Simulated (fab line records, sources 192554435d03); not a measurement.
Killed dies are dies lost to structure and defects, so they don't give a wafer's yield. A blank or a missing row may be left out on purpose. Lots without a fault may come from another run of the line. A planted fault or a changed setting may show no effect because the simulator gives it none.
Chamber matching | flow n5_finfet | N5_FIN_SAQP_ETCH_51 on rie_diel-06: 4 sister chambers
The step etches SiARC in CF4, target depth 45.5 nm, time 75.8 s. 4 wafers are shown with their chamber, then 7 later ones without.

WAFERS WITH THEIR CHAMBER
wafer  | chamber | drypump_motor_current_A (A)
L078.3 | 0       | 5.5
L083.3 | 1       | 5.4
L088.1 | 3       | 6.8
L088.3 | 2       | 5.4

WAFERS WITHOUT THEIR CHAMBER
wafer  | drypump_motor_current_A (A)
L088.4 | 5.5
L093.1 | 5.3
L093.2 | 6.8
L093.4 | 5.5
L097.3 | 6.8
L097.4 | 5.3
L097.5 | 5.5

WHICH CHAMBER EACH WENT THROUGH
wafer  | from the rows above          | in truth
L088.4 | can't be placed: 0 or 1 or 2 | 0
L093.1 | can't be placed: 1 or 2 or 0 | 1
L093.2 | 3                            | 3
L093.4 | can't be placed: 0 or 1 or 2 | 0
L097.3 | 3                            | 3
L097.4 | can't be placed: 1 or 2 or 0 | 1
L097.5 | can't be placed: 0 or 1 or 2 | 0
Placed correctly: 2 of 7. Can't be placed from these rows: 5 (the true chamber is among the candidates in 5). Placed wrongly: 0.
How it was worked out, from the rows above alone: a wafer's distance from a chamber is the root of the sum, over the readings, of the square of ((its reading less the chamber's mean) divided by the reading's scatter). The wafer belongs to the nearest chamber; if the next one is less than 2 further off, it can't be placed. A chamber's mean is the mean of its shown wafers. The scatter: with one shown wafer a chamber, the root of the mean of the squares of how far each hidden wafer lies from its nearest shown one.
